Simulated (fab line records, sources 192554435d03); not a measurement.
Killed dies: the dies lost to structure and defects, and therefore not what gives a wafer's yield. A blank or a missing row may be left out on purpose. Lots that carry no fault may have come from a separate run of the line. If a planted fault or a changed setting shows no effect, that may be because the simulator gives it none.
fab line records ; flow n5Finfet ; part 1 of 2: steps 1 to 22 of 29
record lots=5; wafers=15; lastDay=16
route steps=1938 shown BEOL_M5@1136
lots with no fault: from the same line, run without faults
startH: hours from the record's first day to the start of the lot's first wafer shown ; waitH: hours since the lot's step before ; " as in the row above ; L1.1+2: several wafers, shown together as one row ; - no value present, or no start provided ; * or withheld: withheld ; < > ~ a bound
route shown NAME@n: a module of which the file shows steps, and the number in the route of the first ; usual: mean/standard deviation taken from wafers without a fault ; same: alike in all rows ; chamber/n: place in a boat ; sites: each site's reading ; _std_site: standard deviation of those values ; _edge_site: the outer-site mean with the inner-site mean subtracted ; radiusMm: for every site, how far away it sits from the centre of the wafer ; mask NAME#n: copy n ; behind: the tool/chamber that last shaped the wafer ; hold: cause of the lot's hold/its duration in hours/its outcome ; device: the transistor (n, p or np) that didn't switch ; end of line: tests of these same wafers at the route's end ; a step with no rows: only its recipe ; killed: not the wafer's yield, but the dies lost to structure and defects at the first sort ; map: the dies of a wafer, with x for killed, . for not killed, _ for no die there
set.NAME: the setting the step ran with; set.NAME@STEP: the setting that earlier step ran with ; model.NAME: the simulator's own value behind a step, which no gauge read
certain route steps with their lots: each step a table, each wafer a row
services: a tool's chamber out of use, with start hour (startH, from the record's first day; less than 0 if before it), hours out, and reason
## steps
# step N5_BEOL_M5_HM_OPEN_17
# recipe chemistry=Cl2/BCl3; targetDepthA=200; overetchA=60; target=TiN; maskMaterial=SOC; ionEnergyEv=150; pressureMtorr=10; icpW=1000; biasW=126; Cl2_flow_sccm=53.25; bcl3FlowSccm=21.75; Ar_flow_sccm=25
# usual drypumpMotorCurrentA=5.6/0.6; heBacksideLeakSccm=3.30/0.2; oesProductAu=0.69/0.045; throttleValvePct=21.99/0.19
lot.wafer;tool;chamber;startH;waitH;drypumpMotorCurrentA;heBacksideLeakSccm;oesProductAu;rfHoursCounterH;throttleValvePct
L076.3;rieMetal-01;1;168.90;0.1;5.0;3.27;0.64;-;22.33
L076.5;rieMetal-01;1;168.90;0.1;5.0;3.49;0.64;-;22.36
L076.6;rieMetal-01;0;168.90;0.1;6.1;3.20;0.70;-;21.80
L081.1;rieMetal-02;0;212.49;0.0;6.1;3.16;0.65;45;21.85
L081.3;rieMetal-02;0;212.49;0.0;6.1;3.13;0.65;-;21.84
L081.6;rieMetal-02;0;212.49;0.0;6.1;3.18;0.66;-;21.83
L090.1;rieMetal-01;1;268.88;0.0;5.0;3.46;0.62;66;22.37
L090.2;rieMetal-01;0;268.88;0.0;6.2;2.97;0.68;36;21.81
L090.5;rieMetal-01;0;268.88;0.0;6.2;3.43;0.68;-;21.84
L091.1;rieMetal-01;0;276.60;0.0;6.2;3.05;0.68;36;21.83
L091.4;rieMetal-01;0;276.60;0.0;6.2;3.05;0.68;-;21.85
L091.5;rieMetal-01;0;276.60;0.0;6.1;3.14;0.67;-;21.85
L094.3;rieMetal-02;1;288.35;0.1;5.2;3.04;0.72;-;22.17
L094.5;rieMetal-02;1;288.35;0.1;5.2;3.00;0.71;-;22.14
L094.6;rieMetal-02;0;288.35;0.1;6.0;3.19;0.63;-;21.86
# step N5_BEOL_M5_STRIP_19
# recipe chemistry=O2; powerW=400; tempC=40; pressureMtorr=30; rfFrequencyHz=6e+07; biasPowerW=0; overashFraction=0.2; o2FlowSccm=225
# usual drypumpMotorCurrentA=5.8/0.46; oesProductAu=0.79/0.085; rfVppV=3.7/0.52; showerheadPlenumPTorr=2.06/0.056; throttleValvePct=16.78/0.23
lot.wafer;tool;chamber;startH;waitH;drypumpMotorCurrentA;oesProductAu;rfHoursCounterH;rfVppV;showerheadPlenumPTorr;throttleValvePct
L076.3;rieDiel-03;0;168.98;0.1;6.0;0.93;25;3.1;2.17;16.79
L076.5;rieDiel-03;2;168.98;0.1;5.6;0.73;-;3.5;2.09;17.09
L076.6;rieDiel-03;0;168.98;0.1;6.0;0.92;-;3.7;2.17;16.78
L081.1;rieDiel-01;3;212.69;0.2;6.7;0.74;163;3.2;2.10;16.72
L081.3;rieDiel-01;2;212.69;0.2;6.1;0.90;18;3.3;2.07;16.70
L081.6;rieDiel-01;2;212.69;0.2;6.1;0.90;-;4.0;2.07;16.69
L090.1;rieDiel-01;0;269.11;0.2;6.1;0.87;46;3.5;2.07;16.71
L090.2;rieDiel-01;1;269.11;0.2;5.9;0.83;94;3.9;2.01;16.40
L090.5;rieDiel-01;2;269.11;0.2;6.1;0.86;-;3.3;2.06;16.73
L091.1;rieDiel-01;3;276.71;0.1;6.7;0.71;187;3.8;2.09;16.75
L091.4;rieDiel-01;1;276.71;0.1;5.9;0.84;96;4.3;2.01;16.41
L091.5;rieDiel-01;1;276.71;0.1;5.9;0.83;-;4.0;2.01;16.39
L094.3;rieDiel-03;3;288.49;0.1;5.0;0.70;234;3.4;1.97;16.81
L094.5;rieDiel-03;3;288.49;0.1;5.0;0.71;-;3.7;1.97;16.80
L094.6;rieDiel-03;0;288.49;0.1;6.0;0.87;-;4.2;2.15;16.83
# step N5_BEOL_M5_CD_MEAS_18
# recipe pitchNm=56; targetCdNm=28
# usual cdNm=28.0/0.35
lot.wafer;tool;chamber;startH;waitH;cdNm
L076.3;cdSem-01;-;169.05;0.1;27.8
L076.5;cdSem-01;-;169.05;0.1;27.7
L076.6;cdSem-01;-;169.05;0.1;27.9
L081.1;cdSem-01;-;212.76;0.0;28.2
L081.3;cdSem-01;-;212.76;0.0;27.9
L081.6;cdSem-01;-;212.76;0.0;28.7
L090.1;cdSem-03;-;269.18;0.0;28.0
L090.2;cdSem-03;-;269.18;0.0;27.6
L090.5;cdSem-03;-;269.18;0.0;27.6
L091.1;cdSem-03;-;276.78;0.0;27.6
L091.4;cdSem-03;-;276.78;0.0;27.3
L091.5;cdSem-03;-;276.78;0.0;27.0
L094.3;cdSem-02;-;288.56;0.1;27.9
L094.5;cdSem-02;-;288.56;0.1;28.1
L094.6;cdSem-02;-;288.56;0.1;27.2
# step N5_BEOL_M5_COAT_65
# recipe resist=SOC; tempC=250; timeS=60; spinRpm=1500; resistThkNm=60
lot.wafer;tool;chamber;startH;waitH
L076.3+5+6;lithoTrack-05;0;169.08;0.0
L081.1+3+6;lithoTrack-05;0;212.80;0.0
L090.1+2+5;lithoTrack-04;0;270.12;0.9
L091.1+4+5;lithoTrack-05;0;277.37;0.6
L094.3+5+6;lithoTrack-04;0;288.59;0.0
# step N5_BEOL_M5_COAT_66
# recipe resist=SiARC; tempC=220; timeS=60; spinRpm=1500; resistThkNm=12
lot.wafer;tool;chamber;startH;waitH
L076.3+5+6;lithoTrack-05;0;-;-
L081.1+3+6;lithoTrack-05;0;-;-
L090.1+2+5;lithoTrack-04;0;-;-
L091.1+4+5;lithoTrack-05;0;-;-
L094.3+5+6;lithoTrack-04;0;-;-
# step N5_BEOL_M5_COAT_74
# recipe resist=underlayer; tempC=205; timeS=60; spinRpm=1500; resistThkNm=5
lot.wafer;tool;chamber;startH;waitH
L076.3+5+6;lithoTrack-05;0;-;-
L081.1+3+6;lithoTrack-05;0;-;-
L090.1+2+5;lithoTrack-04;0;-;-
L091.1+4+5;lithoTrack-05;0;-;-
L094.3+5+6;lithoTrack-04;0;-;-
# step N5_BEOL_M5_COAT_22
# recipe resist=CAR-EUV; spinRpm=1500; resistThkNm=30
lot.wafer;tool;chamber;startH;waitH
L076.3+5+6;lithoTrack-05;0;-;-
L081.1+3+6;lithoTrack-05;0;-;-
L090.1+2+5;lithoTrack-04;0;-;-
L091.1+4+5;lithoTrack-05;0;-;-
L094.3+5+6;lithoTrack-04;0;-;-
# step N5_BEOL_M5_EBR_24
# recipe solvent=PGMEA; ebrWidthMm=1.5
lot.wafer;tool;chamber;startH;waitH
L076.3+5+6;lithoTrack-05;0;-;-
L081.1+3+6;lithoTrack-05;0;-;-
L090.1+2+5;lithoTrack-04;0;-;-
L091.1+4+5;lithoTrack-05;0;-;-
L094.3+5+6;lithoTrack-04;0;-;-
# step N5_BEOL_M5_SOFTBAKE_23
# recipe tempC=110; timeS=60; resist=CAR-EUV
lot.wafer;tool;chamber;startH;waitH
L076.3+5+6;lithoTrack-05;0;-;-
L081.1+3+6;lithoTrack-05;0;-;-
L090.1+2+5;lithoTrack-04;0;-;-
L091.1+4+5;lithoTrack-05;0;-;-
L094.3+5+6;lithoTrack-04;0;-;-
# step N5_BEOL_M5_EXPOSE_25
# recipe maskId=V4; na=0.33; sourceShape=quasar; sigmaInner=0.2; sigmaOuter=0.6; polarization=unpolarized; defocusNm=10; doseMj=52.75
lot.wafer;tool;chamber;startH;waitH;mask
L076.3+5+6;euvScanner-02;0;169.36;-;V4#0
L081.1+3+6;euvScanner-01;0;212.93;-;V4#0
L090.1+2+5;euvScanner-02;0;270.25;-;V4#0
L091.1+4+5;euvScanner-01;0;277.73;-;V4#0
L094.3+5+6;euvScanner-01;0;288.87;-;V4#0
# step N5_BEOL_M5_PEB_26
# recipe pebTempC=100; pebTimeS=60; resist=CAR-EUV
# same pebTimeS=60
lot.wafer;tool;chamber;startH;waitH
L076.3+5+6;lithoTrack-03;0;169.42;0.0
L081.1+3+6;lithoTrack-05;0;213.01;0.1
L090.1+2+5;lithoTrack-05;0;270.33;0.1
L091.1+4+5;lithoTrack-04;0;277.80;0.1
L094.3+5+6;lithoTrack-04;0;288.93;0.0
# step N5_BEOL_M5_DEVELOP_27
# recipe developTimeS=30; developer=TMAH; resist=CAR-EUV; rinseLiquid=surfactantRinse; dry=airSpin; devTempC=23
lot.wafer;tool;chamber;startH;waitH
L076.3+5+6;lithoTrack-03;0;-;-
L081.1+3+6;lithoTrack-05;0;-;-
L090.1+2+5;lithoTrack-05;0;-;-
L091.1+4+5;lithoTrack-04;0;-;-
L094.3+5+6;lithoTrack-04;0;-;-
# step N5_BEOL_M5_CD_MEAS_28
# recipe targetCdNm=30.6; landingEnergyEv=500; detector=seInlens; targetCdYNm=20; polarity=opening
# usual cdNm=30.65/0.29
lot.wafer;tool;chamber;startH;waitH;cdNm
L076.3;cdSem-03;0;169.49;-;30.59
L076.5;cdSem-03;0;169.49;-;30.54
L076.6;cdSem-03;0;169.49;-;30.66
L081.1;cdSem-02;0;213.07;-;31.05
L081.3;cdSem-02;0;213.07;-;30.63
L081.6;cdSem-02;0;213.07;-;30.54
L090.1;cdSem-01;0;270.40;-;30.96
L090.2;cdSem-01;0;270.40;-;31.34
L090.5;cdSem-01;0;270.40;-;31.20
L091.1;cdSem-02;0;277.87;-;30.59
L091.4;cdSem-02;0;277.87;-;30.33
L091.5;cdSem-02;0;277.87;-;30.50
L094.3;cdSem-02;0;289.00;-;31.09
L094.5;cdSem-02;0;289.00;-;30.75
L094.6;cdSem-02;0;289.00;-;30.71
# step N5_BEOL_M5_OVL_MEAS_29
# recipe pointsPerWafer=522
# usual V4_OVL=-0.7/0.7
lot.wafer;tool;chamber;startH;waitH;V4_OVL[nm]
L076.3;overlay-01;0;169.53;0.0;-1.2
L076.5;overlay-01;0;169.53;0.0;0.0
L076.6;overlay-01;0;169.53;0.0;-1.3
L081.1;overlay-01;0;213.10;0.0;-0.3
L081.3;overlay-01;0;213.10;0.0;0.0
L081.6;overlay-01;0;213.10;0.0;-0.3
L090.1;overlay-02;0;270.43;0.0;-0.4
L090.2;overlay-02;0;270.43;0.0;-0.5
L090.5;overlay-02;0;270.43;0.0;-0.6
L091.1;overlay-01;0;277.90;0.0;0.1
L091.4;overlay-01;0;277.90;0.0;-0.3
L091.5;overlay-01;0;277.90;0.0;0.5
L094.3;overlay-02;0;289.04;0.0;-1.2
L094.5;overlay-02;0;289.04;0.0;-1.7
L094.6;overlay-02;0;289.04;0.0;0.6
# step N5_BEOL_M5_INSPECT_30
# recipe mode=adi; inspectInstrument=brightfield
# usual rawDefectCount=412/85
lot.wafer;tool;chamber;startH;waitH;rawDefectCount
L076.3;defectInspect-02;-;169.58;0.0;377
L076.5;defectInspect-02;-;169.58;0.0;275
L076.6;defectInspect-02;-;169.58;0.0;290
L081.1;defectInspect-01;-;213.16;0.1;337
L081.3;defectInspect-01;-;213.16;0.1;406
L081.6;defectInspect-01;-;213.16;0.1;408
L090.1;defectInspect-01;-;270.49;0.1;471
L090.2;defectInspect-01;-;270.49;0.1;510
L090.5;defectInspect-01;-;270.49;0.1;548
L091.1;defectInspect-02;-;277.96;0.1;355
L091.4;defectInspect-02;-;277.96;0.1;329
L091.5;defectInspect-02;-;277.96;0.1;481
L094.3;defectInspect-01;-;289.08;0.0;235
L094.5;defectInspect-01;-;289.08;0.0;286
L094.6;defectInspect-01;-;289.08;0.0;405
# step N5_BEOL_M5_DESCUM_33
# recipe chemistry=O2; timeS=7; sourcePowerW=50; biasPowerW=20; pressureMtorr=20; rfFrequencyHz=2.712e+07; tempC=40; resist=CAR-EUV; o2FlowSccm=225
# usual drypumpMotorCurrentA=5.8/0.47; oesProductAu=0.80/0.087; rfVppV=242.5/1.1; showerheadPlenumPTorr=2.05/0.056; throttleValvePct=20.52/0.23
lot.wafer;tool;chamber;startH;waitH;drypumpMotorCurrentA;oesProductAu;rfHoursCounterH;rfVppV;showerheadPlenumPTorr;throttleValvePct
L076.3;rieDiel-01;2;169.61;0.0;6.0;0.95;5;242.4;2.07;20.55
L076.5;rieDiel-01;2;169.61;0.0;6.0;0.94;-;243.2;2.07;20.54
L076.6;rieDiel-01;0;169.61;0.0;6.1;0.93;-;242.4;2.07;20.48
L081.1;rieDiel-03;1;213.87;0.7;5.6;0.67;242;242.8;2.04;20.86
L081.3;rieDiel-03;3;213.87;0.7;5.0;0.71;218;241.9;1.97;20.46
L081.6;rieDiel-03;1;213.87;0.7;5.7;0.68;-;242.0;2.04;20.86
L090.1;rieDiel-03;1;270.52;0.0;5.7;0.96;1;242.1;2.04;20.53
L090.2;rieDiel-03;0;270.52;0.0;6.0;0.88;53;243.6;2.15;20.67
L090.5;rieDiel-03;3;270.52;0.0;5.0;0.70;-;241.9;1.97;20.47
L091.1;rieDiel-01;0;278.11;0.2;6.1;0.87;48;241.6;2.06;20.52
L091.4;rieDiel-01;1;278.11;0.2;5.8;0.83;96;241.2;2.00;20.11
L091.5;rieDiel-01;0;278.11;0.2;6.1;0.87;-;242.2;2.06;20.52
L094.3;rieDiel-03;1;291.09;2.0;5.7;0.92;6;241.9;2.04;20.55
L094.5;rieDiel-03;0;291.09;2.0;6.0;0.87;-;244.1;2.15;20.68
L094.6;rieDiel-03;1;291.09;2.0;5.6;0.94;-;243.1;2.04;20.55
# step N5_BEOL_M5_ETCH_75
# recipe chemistry=N2/H2; target=underlayer; targetDepthA=65; maskMaterial=CAR-EUV; timeS=5.2; ionEnergyEv=200; pressureMtorr=30; sourceW=840; biasW=150; n2FlowSccm=200; h2FlowSccm=200; ends=cleared
# usual drypumpMotorCurrentA=5.8/0.47; etchRfOnTimeS=5.18/0.11; h2FlowSccm=199.9/0.54; oesProductAu=0.69/0.075; rfVppV=522.4/1.9; showerheadPlenumPTorr=2.49/0.054; throttleValvePct=17.94/0.22
lot.wafer;tool;chamber;startH;waitH;drypumpMotorCurrentA;etchRfOnTimeS;h2FlowSccm;oesProductAu;rfHoursCounterH;rfVppV;showerheadPlenumPTorr;throttleValvePct
L076.3;rieDiel-01;2;169.64;0.0;6.0;5.00;199.0;0.83;5;524.4;2.51;17.97
L076.5;rieDiel-01;2;169.64;0.0;6.0;4.99;199.2;0.83;-;522.7;2.51;18.01
L076.6;rieDiel-01;0;169.64;0.0;6.1;5.11;200.0;0.80;-;524.3;2.49;17.62
L081.1;rieDiel-03;1;213.91;0.0;5.7;5.23;201.0;0.58;242;524.3;2.51;18.41
L081.3;rieDiel-03;3;213.91;0.0;5.0;5.26;198.7;0.60;218;520.1;2.41;17.98
L081.6;rieDiel-03;1;213.91;0.0;5.6;5.27;200.1;0.57;-;521.1;2.51;18.43
L090.1;rieDiel-03;1;270.55;0.0;5.7;5.27;199.3;0.82;1;522.0;2.50;18.04
L090.2;rieDiel-03;0;270.55;0.0;6.0;5.36;199.9;0.72;53;524.1;2.59;17.95
L090.5;rieDiel-03;3;270.55;0.0;5.0;5.33;200.0;0.59;-;519.9;2.40;17.98
L091.1;rieDiel-01;0;278.15;0.0;6.1;5.11;200.3;0.74;48;521.9;2.47;17.70
L091.4;rieDiel-01;1;278.15;0.0;5.9;5.03;200.4;0.71;96;520.9;2.44;17.58
L091.5;rieDiel-01;0;278.15;0.0;6.1;5.09;200.0;0.74;-;522.5;2.47;17.68
L094.3;rieDiel-03;1;291.13;0.0;5.6;5.25;200.1;0.80;6;521.7;2.50;18.07
L094.5;rieDiel-03;0;291.13;0.0;6.0;5.32;199.9;0.72;-;526.1;2.58;18.00
L094.6;rieDiel-03;1;291.13;0.0;5.7;5.23;200.4;0.80;-;521.9;2.50;18.04
# step N5_BEOL_M5_ETCH_67
# recipe chemistry=CF4; target=SiARC; targetDepthA=156; maskMaterial=CAR-EUV; timeS=26; ionEnergyEv=80; pressureMtorr=40; sourceW=545; biasW=36; Ar_flow_sccm=100; cf4FlowSccm=100; ends=cleared
# usual drypumpMotorCurrentA=5.8/0.47; etchRfOnTimeS=25.9/0.59; oesProductAu=0.69/0.075; rfVppV=183.6/1; showerheadPlenumPTorr=2.10/0.036; throttleValvePct=15.66/0.23
lot.wafer;tool;chamber;startH;waitH;drypumpMotorCurrentA;etchRfOnTimeS;oesProductAu;rfHoursCounterH;rfVppV;showerheadPlenumPTorr;throttleValvePct
L076.3;rieDiel-01;2;169.66;0.0;6.1;25.4;0.82;5;183.4;2.10;15.44
L076.5;rieDiel-01;2;169.66;0.0;6.0;25.1;0.83;-;184.5;2.09;15.45
L076.6;rieDiel-01;0;169.66;0.0;6.1;25.6;0.79;-;183.8;2.10;15.47
L081.1;rieDiel-03;1;213.92;0.0;5.7;26.0;0.58;242;180.6;2.10;16.16
L081.3;rieDiel-03;3;213.92;0.0;5.0;26.3;0.60;218;183.5;2.04;15.82
L081.6;rieDiel-03;1;213.92;0.0;5.7;26.2;0.58;-;183.9;2.10;16.16
L090.1;rieDiel-03;1;270.57;0.0;5.7;26.2;0.82;1;183.3;2.10;15.69
L090.2;rieDiel-03;0;270.57;0.0;6.0;26.8;0.73;53;184.9;2.15;15.52
L090.5;rieDiel-03;3;270.57;0.0;5.0;26.9;0.59;-;183.9;2.04;15.84
L091.1;rieDiel-01;0;278.17;0.0;6.1;25.4;0.74;48;183.4;2.09;15.52
L091.4;rieDiel-01;1;278.17;0.0;5.9;25.2;0.72;96;182.7;2.07;15.41
L091.5;rieDiel-01;0;278.17;0.0;6.1;25.2;0.74;-;182.5;2.09;15.54
L094.3;rieDiel-03;1;291.14;0.0;5.6;26.3;0.80;6;184.3;2.10;15.69
L094.5;rieDiel-03;0;291.14;0.0;6.0;26.5;0.73;-;185.2;2.15;15.53
L094.6;rieDiel-03;1;291.14;0.0;5.6;26.6;0.79;-;183.5;2.10;15.69
# step N5_BEOL_M5_ETCH_68
# recipe chemistry=N2/H2; target=SOC; targetDepthA=800; overetchA=160; maskMaterial=SiARC; tempC=40; timeS=120; ionEnergyEv=200; pressureMtorr=30; sourceW=840; biasW=150; n2FlowSccm=200; h2FlowSccm=200
# usual drypumpMotorCurrentA=5.8/0.47; h2FlowSccm=199.9/0.62; oesProductAu=0.61/0.065; rfVppV=522.5/1.7; showerheadPlenumPTorr=2.49/0.054; throttleValvePct=17.89/0.22
lot.wafer;tool;chamber;startH;waitH;drypumpMotorCurrentA;h2FlowSccm;oesProductAu;rfHoursCounterH;rfVppV;showerheadPlenumPTorr;throttleValvePct
L076.3;rieDiel-01;2;169.69;0.0;6.1;201.0;0.72;5;521.4;2.51;17.96
L076.5;rieDiel-01;2;169.69;0.0;6.1;199.7;0.73;-;523.4;2.51;17.95
L076.6;rieDiel-01;0;169.69;0.0;6.1;200.1;0.71;-;521.8;2.49;17.58
L081.1;rieDiel-03;1;213.95;0.0;5.6;200.5;0.53;242;524.0;2.51;18.40
L081.3;rieDiel-03;3;213.95;0.0;5.0;199.4;0.54;218;519.3;2.41;17.93
L081.6;rieDiel-03;1;213.95;0.0;5.6;200.1;0.53;-;521.0;2.51;18.39
L090.1;rieDiel-03;1;270.60;0.0;5.6;200.0;0.74;1;522.2;2.50;18.00
L090.2;rieDiel-03;0;270.60;0.0;6.0;200.8;0.66;53;526.2;2.59;17.93
L090.5;rieDiel-03;3;270.60;0.0;5.0;199.2;0.54;-;519.1;2.40;17.96
L091.1;rieDiel-01;0;278.19;0.0;6.1;198.7;0.66;48;522.6;2.47;17.64
L091.4;rieDiel-01;1;278.19;0.0;5.9;199.3;0.64;96;520.1;2.44;17.52
L091.5;rieDiel-01;0;278.19;0.0;6.1;200.4;0.66;-;520.5;2.47;17.64
L094.3;rieDiel-03;1;291.17;0.0;5.7;199.7;0.72;6;522.1;2.50;18.01
L094.5;rieDiel-03;0;291.17;0.0;6.0;199.1;0.65;-;524.6;2.58;17.93
L094.6;rieDiel-03;1;291.17;0.0;5.7;200.2;0.72;-;524.4;2.50;18.00
# step N5_BEOL_M5_STRIP_69
# recipe chemistry=N2/H2; tempC=40; n2FlowSccm=200; h2FlowSccm=200; rfFrequencyHz=6e+07
lot.wafer;tool;chamber;startH;waitH
L076.3+5+6;rieDiel-01;2,2,0;169.77;0.0
L081.1+3+6;rieDiel-03;1,3,1;214.03;0.0
L090.1+2+5;rieDiel-03;1,0,3;270.68;0.0
L091.1+4+5;rieDiel-01;0,1,0;278.27;0.0
L094.3+5+6;rieDiel-03;1,0,1;291.25;0.0
# step N5_BEOL_M5_STRIP_76
# recipe chemistry=N2/H2; tempC=40; n2FlowSccm=200; h2FlowSccm=200; rfFrequencyHz=6e+07
lot.wafer;tool;chamber;startH;waitH
L076.3+5+6;rieDiel-01;2,2,0;169.78;0.0
L081.1+3+6;rieDiel-03;1,3,1;214.04;0.0
L090.1+2+5;rieDiel-03;1,0,3;270.69;0.0
L091.1+4+5;rieDiel-01;0,1,0;278.28;0.0
L094.3+5+6;rieDiel-03;1,0,1;291.26;0.0
# step N5_BEOL_M5_VIA_ETCH_34
# recipe chemistry=C4F6/O2; target=SiCOH_lowk; targetDepthA=883; maskMaterial=SOC; taperDeg=4; timeS=39.2; ionEnergyEv=250; pressureMtorr=30; sourceW=345; biasW=185; Ar_flow_sccm=300; C4F6_flow_sccm=10; O2_flow_sccm=10
# usual drypumpMotorCurrentA=5.8/0.47; oes_f_703_au=0.81/0.086; oes_o_777_au=0.81/0.089; oesProductAu=0.80/0.088; rfVppV=662/12; showerheadPlenumPTorr=2.79/0.05; throttleValvePct=20.94/0.21
lot.wafer;tool;chamber;startH;waitH;drypumpMotorCurrentA;oes_f_703_au;oes_o_777_au;oesProductAu;rfHoursCounterH;rfVppV;showerheadPlenumPTorr;throttleValvePct
L076.3;rieDiel-01;2;169.79;0.0;6.0;0.97;0.99;0.96;5;668;2.80;20.90
L076.5;rieDiel-01;2;169.79;0.0;6.0;0.98;0.99;0.97;-;668;2.80;20.89
L076.6;rieDiel-01;0;169.79;0.0;6.1;0.93;0.94;0.93;-;644;2.79;20.72
L081.1;rieDiel-03;1;214.05;0.0;5.7;0.68;0.67;0.68;242;675;2.79;21.34
L081.3;rieDiel-03;3;214.05;0.0;5.0;0.70;0.69;0.70;218;674;2.70;20.97
L081.6;rieDiel-03;1;214.05;0.0;5.7;0.68;0.67;0.67;-;676;2.79;21.34
L090.1;rieDiel-03;1;270.70;0.0;5.7;0.96;0.94;0.97;1;673;2.78;21.01
L090.2;rieDiel-03;0;270.70;0.0;6.0;0.84;0.85;0.86;53;677;2.86;20.79
L090.5;rieDiel-03;3;270.70;0.0;5.0;0.69;0.69;0.69;-;674;2.70;20.99
L091.1;rieDiel-01;0;278.29;0.0;6.1;0.88;0.88;0.86;48;644;2.77;20.76
L091.4;rieDiel-01;1;278.29;0.0;5.9;0.83;0.82;0.83;96;653;2.76;20.74
L091.5;rieDiel-01;0;278.29;0.0;6.1;0.87;0.89;0.86;-;644;2.77;20.79
L094.3;rieDiel-03;1;291.27;0.0;5.7;0.93;0.91;0.93;6;675;2.78;21.00
L094.5;rieDiel-03;0;291.27;0.0;6.0;0.83;0.85;0.85;-;677;2.86;20.79
L094.6;rieDiel-03;1;291.27;0.0;5.7;0.94;0.92;0.94;-;674;2.78;21.02
